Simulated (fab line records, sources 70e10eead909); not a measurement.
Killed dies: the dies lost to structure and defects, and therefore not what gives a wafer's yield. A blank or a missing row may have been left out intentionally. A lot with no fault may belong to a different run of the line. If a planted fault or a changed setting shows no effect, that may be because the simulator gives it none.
fab line records	flow nand-harc
record: lots: 13	wafers: 35	last-day: 33
route steps=1302 shown P_M1@299 END@1302
lots that met no fault: taken from a fault-free run of the same line
start-h: hours from the record's first day to the start of the lot's first wafer shown	wait-h: hours since the lot's step before	" repeats the value in the row above	L1.1+2: one row covering several wafers at once	- either no value or no given start	* or withheld: withheld	< > ~ a bound
route shown NAME@n: a module of which the file shows steps, and the number in the route of the first	usual: mean and standard deviation over wafers with no fault	same: alike in all rows	chamber/n: place in a boat	sites: per-site readings	_std_site: standard deviation across them	_edge_site: mean of outer sites minus mean of inner sites	radius-mm: how far each site lies from the wafer's centre	mask NAME#n: copy n	behind: the last tool/chamber to shape the wafer	hold: what put the lot on hold/how long, in hours/how the hold closed	device: whichever transistor did not switch (one of n, p or np)	end of line: at the end of the route, the tests of the same wafers	where a step has no rows: the recipe by itself	killed: not the wafer's yield, but the dies lost to structure and defects at the first sort	map: a wafer's dies, x killed, . not, _ none there
set.NAME: the run value of the setting; set.NAME@STEP: its run value at that earlier step	model.NAME: the simulator's own value behind a step, which no gauge read
steps of the route over a sample of lots; a table a step, a row a wafer
services: from which hour (start-h, from the record's first day; less than 0 if before it) a tool's chamber was out of use, for how many hours, and why
== steps ==
step: NHARC_P_M1_ETCH_35
recipe: target-depth-a: 400	overetch-a: 120	time-s: 43.94	ion-energy-ev: 200	n2-flow-sccm: 150	h2-flow-sccm: 150	ar-flow-sccm: 0	rf-w: 400	bias-w: 150	chemistry: N2/H2
usual: drypump-motor-current-A: 5.5/0.52	h2-flow-sccm: 150.0/0.44	oes-product-au: 1.001/0.011	rf-vpp-V: 428.6/2.6	showerhead-plenum-p-Torr: 1.97/0.088	throttle-valve-pct: 14.170/0.0079
lot.wafer	tool	chamber	start-h	wait-h	drypump-motor-current-A	h2-flow-sccm	oes-product-au	rf-hours-counter-h	rf-vpp-V	showerhead-plenum-p-Torr	throttle-valve-pct
L306.3	rie-diel-11	3	121.52	0.1	6.4	150.4	0.990	3	431.6	2.08	14.177
L306.1	"	1	"	"	6.0	149.9	0.980	3	433.5	2.18	14.173
L306.5	"	0	"	"	6.8	149.7	1.000	-	427.6	1.92	14.168
L307.4	rie-diel-07	0	136.20	0.1	5.7	150.0	1.007	0	428.1	1.99	14.174
L307.2	"	1	"	"	5.1	149.7	0.998	1	427.0	1.91	14.173
L307.3	"	2	"	"	5.1	150.3	1.007	1	425.0	1.89	14.172
L308.1	rie-diel-07	3	144.72	0.1	5.0	150.0	1.001	1	428.3	1.94	14.162
L308.4	"	0	"	"	5.7	149.9	1.007	1	427.9	1.99	14.173
L308.3	"	2	"	"	5.1	150.5	0.992	1	426.3	1.89	14.176
L311.6	rie-diel-07	3	180.36	0.1	5.1	151.1	1.000	-	427.9	1.94	14.172
L313.6	rie-diel-07	3	203.14	0.1	5.0	149.8	0.999	-	427.6	1.94	14.166
L320.3	rie-diel-07	3	273.66	0.1	5.1	149.9	1.007	9	430.3	1.94	14.173
L320.2	"	0	"	"	5.7	149.8	1.005	9	427.3	1.98	14.166
L320.1	"	1	"	"	5.1	150.3	0.997	8	426.6	1.91	14.179
L321.1	rie-diel-11	3	284.67	0.1	6.4	150.3	0.980	3	431.8	2.08	14.164
L321.4	"	0	"	"	6.8	149.9	1.013	3	426.5	1.91	14.178
L321.6	"	2	"	"	5.4	150.9	0.989	-	434.4	2.11	14.160
L322.1	rie-diel-07	3	287.04	0.1	5.1	150.0	0.999	10	427.3	1.94	14.170
L322.2	"	1	"	"	5.1	149.4	1.007	10	427.7	1.91	14.165
L322.5	"	2	"	"	5.1	150.1	0.991	-	426.8	1.89	14.175
L323.2	rie-diel-04	1	298.11	0.1	6.1	149.9	1.005	31	428.1	1.96	14.168
L323.5	"	3	"	"	6.1	150.5	0.987	-	435.2	2.20	14.173
L323.6	"	0	"	"	5.5	150.6	0.985	-	431.8	2.07	14.176
L324.3	rie-diel-07	0	309.44	0.1	5.7	150.2	1.001	0	428.1	1.98	14.178
L324.1	"	1	"	"	5.2	150.3	0.999	0	428.1	1.91	14.164
L324.6	"	3	"	"	5.0	150.1	1.010	-	428.8	1.94	14.176
L325.4	rie-diel-07	0	319.72	0.1	5.7	150.0	1.010	1	428.4	1.98	14.184
L325.3	"	1	"	"	5.2	150.1	1.005	1	427.7	1.91	14.182
L325.5	"	3	"	"	5.0	149.4	1.005	-	427.0	1.94	14.158
L326.1	rie-diel-07	1	325.38	0.1	5.2	149.5	1.015	1	427.2	1.91	14.169
L326.6	"	3	"	"	5.0	149.8	1.016	-	427.4	1.94	14.144
L326.5	"	0	"	"	5.7	149.9	1.015	-	428.6	1.98	14.165
L329.4	rie-diel-07	1	356.95	0.1	5.2	150.0	1.010	3	427.5	1.91	14.166
L329.1	"	2	"	"	5.1	149.8	1.003	4	426.6	1.89	14.173
L329.5	"	2	"	"	5.1	149.8	0.998	-	428.4	1.89	14.171
step: NHARC_P_M1_ETCH_28
recipe: target-depth-a: 300	over-etch-frac: 0.3	time-s: 72.99	ion-energy-ev: 150	cf4-flow-sccm: 50	n2-flow-sccm: 100	ar-flow-sccm: 150	rf-w: 300	bias-w: 100	chemistry: CF4/N2
usual: drypump-motor-current-A: 5.7/0.57	oes-product-au: 0.996/0.013	rf-vpp-V: 313.8/2.3	showerhead-plenum-p-Torr: 2.60/0.12	throttle-valve-pct: 19.795/0.009
lot.wafer	tool	chamber	start-h	wait-h	drypump-motor-current-A	oes-product-au	rf-hours-counter-h	rf-vpp-V	showerhead-plenum-p-Torr	throttle-valve-pct
L306.1	rie-diel-11	1	-	-	6.0	0.981	3	316.5	2.79	19.812
L306.3	"	3	"	"	6.4	0.991	3	313.6	2.68	19.792
L306.5	"	1	"	"	6.0	0.977	-	317.7	2.79	19.816
L307.2	rie-diel-07	2	-	-	5.1	1.017	1	311.6	2.45	19.785
L307.3	"	3	"	"	5.1	1.003	1	312.3	2.51	19.799
L307.4	"	1	"	"	5.1	1.014	1	311.0	2.47	19.790
L308.4	rie-diel-07	2	-	-	5.1	1.009	1	311.9	2.45	19.801
L308.1	"	3	"	"	5.0	0.998	1	312.0	2.51	19.795
L308.3	"	1	"	"	5.1	1.012	1	310.8	2.47	19.800
L311.6	rie-diel-11	1	-	-	6.0	0.992	-	317.7	2.78	19.790
L313.6	rie-diel-11	0	-	-	6.7	0.993	-	310.2	2.48	19.792
L320.2	rie-diel-04	3	-	-	6.2	0.983	29	316.4	2.82	19.795
L320.1	"	0	"	"	5.5	0.995	27	315.5	2.67	19.790
L320.3	"	1	"	"	6.1	1.019	23	312.4	2.53	19.796
L321.4	rie-diel-11	0	-	-	6.7	0.997	3	311.5	2.47	19.800
L321.1	"	2	"	"	5.4	0.972	3	316.7	2.71	19.785
L321.6	"	3	"	"	6.4	0.973	-	314.9	2.67	19.789
L322.2	rie-diel-07	2	-	-	5.1	0.999	8	310.3	2.45	19.790
L322.1	"	0	"	"	5.7	0.997	10	313.6	2.56	19.789
L322.5	"	3	"	"	5.0	0.984	-	314.4	2.50	19.787
L323.2	rie-diel-11	3	-	-	6.4	0.970	5	315.5	2.67	19.799
L323.5	"	1	"	"	6.0	1.001	-	315.0	2.78	19.785
L323.6	"	2	"	"	5.4	0.980	-	313.9	2.71	19.792
L324.3	rie-diel-11	1	-	-	6.0	1.003	6	315.5	2.78	19.794
L324.1	"	3	"	"	6.4	0.978	6	314.4	2.67	19.807
L324.6	"	0	"	"	6.8	1.015	-	310.4	2.47	19.793
L325.3	rie-diel-11	3	-	-	6.4	0.988	6	315.1	2.67	19.785
L325.4	"	2	"	"	5.5	0.979	6	314.0	2.71	19.796
L325.5	"	0	"	"	6.8	1.005	-	311.2	2.47	19.783
L326.1	rie-diel-07	2	-	-	5.1	1.009	2	312.5	2.45	19.790
L326.6	"	2	"	"	5.1	1.004	-	310.8	2.45	19.788
L326.5	"	3	"	"	5.0	1.002	-	311.7	2.50	19.794
L329.4	rie-diel-11	2	-	-	5.4	0.973	7	316.1	2.71	19.796
L329.1	"	1	"	"	6.0	0.978	10	317.2	2.78	19.780
L329.5	"	2	"	"	5.4	0.980	-	315.4	2.71	19.792
step: NHARC_P_M1_PVD_20
recipe: target-thk-a: 50	bias-v: 168.6	power-w: 15000	chamber-pressure-pa: 0.12	time-s: 8.06	substrate-temp-c: 50	material: TaN
usual: chamber-pressure-pa: 0.12002/0.00023	throttle-valve-pct: 29.9/1.3
lot.wafer	tool	chamber	start-h	wait-h	chamber-pressure-pa	throttle-valve-pct
L306.1	pvd-sputter-03	-	-	-	0.11953	30.8
L306.3	"	-	"	"	0.11939	30.4
L306.5	"	-	"	"	0.11996	29.6
L307.4	pvd-sputter-03	-	-	-	0.12063	29.0
L307.2	"	-	"	"	0.12011	29.8
L307.3	"	-	"	"	0.1203	30.5
L308.3	pvd-sputter-03	-	-	-	0.11991	30.1
L308.4	"	-	"	"	0.12017	29.0
L308.1	"	-	"	"	0.1199	29.7
L311.6	pvd-sputter-01	-	-	-	0.11991	27.4
L313.6	pvd-sputter-02	-	-	-	0.11979	30.7
L320.1	pvd-sputter-02	-	-	-	0.12049	30.0
L320.3	"	-	"	"	0.11978	30.6
L320.2	"	-	"	"	0.1201	29.8
L321.4	pvd-sputter-01	-	-	-	0.11999	30.3
L321.1	"	-	"	"	0.12009	26.7
L321.6	"	-	"	"	0.1201	30.2
L322.2	pvd-sputter-01	-	-	-	0.12047	30.2
L322.1	"	-	"	"	0.1197	26.8
L322.5	"	-	"	"	0.12022	30.3
L323.2	pvd-sputter-01	-	-	-	0.11991	30.2
L323.6	"	-	"	"	0.11989	26.9
L323.5	"	-	"	"	0.11975	31.7
L324.1	pvd-sputter-03	-	-	-	0.11983	30.1
L324.3	"	-	"	"	0.11944	30.5
L324.6	"	-	"	"	0.1201	28.2
L325.3	pvd-sputter-01	-	-	-	0.12045	26.8
L325.4	"	-	"	"	0.12021	31.8
L325.5	"	-	"	"	0.11968	26.8
L326.1	pvd-sputter-02	-	-	-	0.11982	31.4
L326.6	"	-	"	"	0.11987	31.2
L326.5	"	-	"	"	0.12012	29.6
L329.1	pvd-sputter-01	-	-	-	0.1203	26.6
L329.4	"	-	"	"	0.11987	31.8
L329.5	"	-	"	"	0.11992	30.3
step: NHARC_P_M1_CMP_23
recipe: t-overpolish-s: 20	target-thk-nm: 157.82
usual: motor-current-A: 12.7/1.7	slurry-filter-dp-kPa: 13.48/0.15	time-to-endpoint-s: 27/3.4
lot.wafer	tool	chamber	start-h	wait-h	motor-current-A	slurry-filter-dp-kPa	time-to-endpoint-s
L306.3	cmp-04	1	123.53	-	16.1	13.78	26
L306.1	"	3	"	"	11.6	13.31	23
L306.5	"	2	"	"	13.0	13.77	34
L307.3	cmp-03	1	138.22	-	12.6	13.39	28
L307.4	"	3	"	"	11.6	13.71	23
L307.2	"	0	"	"	12.3	13.47	27
L308.3	cmp-03	0	147.04	-	11.9	13.63	28
L308.1	"	1	"	"	12.6	13.36	27
L308.4	"	3	"	"	13.1	13.67	25
L311.6	cmp-03	1	182.56	-	13.1	13.26	26
L313.6	cmp-04	0	205.26	-	10.4	13.37	24
L320.2	cmp-04	3	275.69	-	12.3	13.55	22
L320.1	"	0	"	"	10.3	13.35	20
L320.3	"	1	"	"	16.7	13.14	22
L321.1	cmp-03	2	286.70	-	12.6	13.43	29
L321.4	"	3	"	"	12.9	13.19	21
L321.6	"	2	"	"	12.0	13.45	28
L322.1	cmp-04	2	289.05	-	12.9	13.79	29
L322.2	"	3	"	"	12.0	13.44	25
L322.5	"	2	"	"	13.6	13.61	31
L323.2	cmp-01	3	300.15	-	12.7	13.73	28
L323.6	"	3	"	"	12.0	13.46	28
L323.5	"	0	"	"	12.2	13.59	30
L324.1	cmp-04	0	311.45	-	10.4	13.46	26
L324.3	"	2	"	"	13.2	13.59	35
L324.6	"	0	"	"	10.5	13.18	26
L325.3	cmp-04	0	321.75	-	10.0	13.27	24
L325.4	"	1	"	"	16.8	13.36	26
L325.5	"	1	"	"	15.6	13.48	27
L326.1	cmp-03	3	327.60	-	13.1	13.38	25
L326.6	"	0	"	"	12.7	13.69	28
L326.5	"	1	"	"	12.2	13.54	31
L329.4	cmp-01	0	358.97	-	12.5	13.45	31
L329.1	"	3	"	"	12.1	13.50	27
L329.5	"	1	"	"	11.4	13.60	36
step: NHARC_END_SORT_01
recipe: temp-c: 25
usual: defect-limited-yield: 91/3	killed-at-array: 56/20	killed-at-other: 0.9/1.1	killed-at-periphery: 3.7/3	killed-dies: 61/21	killed-open: 2.9/1.6	killed-short: 2.6/1.4
same: gross-dies: 677
lot.wafer	tool	chamber	start-h	wait-h	defect-limited-yield[%]	killed-at-array	killed-at-other	killed-at-periphery	killed-dies	killed-open	killed-short
L311.6	prober-01	0	618.88	3.9	88	52	0	32	84	0	3
L313.6	prober-02	0	644.10	4.0	85	67	0	37	104	3	1
killed by level:class
L311.6 A_SLIT:chamber-film-flake=36 P_M1:unspecified=32 A_CHANNEL_HOLE_D2:chamber-film-flake=4 A_ZERO_WELL:chamber-film-flake=2 A_CHANNEL_HOLE_D1:chamber-film-flake=2 A_CHANNEL_FILL_D1:chamber-film-flake=2 A_CHANNEL_FILL_D1:geometric-particle:short=1 A_ONON_D2:geometric-particle:short=1
L313.6 P_M1:unspecified=37 A_SLIT:chamber-film-flake=36 A_CHANNEL_HOLE_D2:chamber-film-flake=19 A_CHANNEL_HOLE_D1:chamber-film-flake=7 A_M0:geometric-particle:open=2 A_SOURCE_PLATE:geometric-particle:open=1 A_ONON_D1:geometric-particle:short=1 A_CHANNEL_FILL_D2:chamber-film-flake=1
== services ==
tool	chamber	start-h	hours	kind
rie-diel-07	1	105.77	5.3	repair
cmp-04	-	111.00	4.0	pm
rie-diel-07	-	117.20	9.0	pm
rie-diel-11	1	130.38	6.5	repair
rie-diel-07	0	155.31	3.7	repair
rie-diel-11	0	158.18	23.2	repair
cmp-03	-	162.00	4.0	pm
rie-diel-11	3	163.94	6.1	repair
rie-diel-07	3	166.27	5.3	repair
pvd-sputter-01	-	167.06	6.9	repair
cmp-03	-	197.96	3.4	repair
cmp-04	-	206.27	2.0	repair
rie-diel-07	2	251.99	1.2	repair
rie-diel-11	-	255.50	9.0	pm
rie-diel-07	2	259.90	5.3	repair
cmp-03	-	260.00	4.0	pm
cmp-04	-	267.03	0.7	repair
pvd-sputter-01	-	274.89	10.0	pm
rie-diel-07	3	288.87	4.6	repair
rie-diel-07	-	294.20	9.0	pm
cmp-03	-	294.65	6.3	repair
cmp-04	-	307.07	4.0	pm
cmp-03	-	337.40	0.4	repair
rie-diel-11	2	339.15	14.0	repair
== key ==
first-sign: step: NHARC_END_SORT_01	reading: killed-at-periphery	direction: up	sigmas: 10	usual: 3.7	struck: 34.5
more-kills-born-at: NHARC_P_M1_ETCH_35@rie-diel-07: 69
met-at NHARC_P_M1_ETCH_35
struck-lots L311,L313
struck-wafers L311.6,L313.6
not-acting-at NHARC_P_M1_ETCH_28,NHARC_P_M1_PVD_20,NHARC_P_M1_CMP_23
onset-between 144.72 180.36
fault: kind: chamber-particle-source	tool: rie-diel-07	chamber: 3	onset-h: 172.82	steps: NHARC_P_M1_ETCH_35	rate-per-visit-cm2: 1.1289	end-h: 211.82
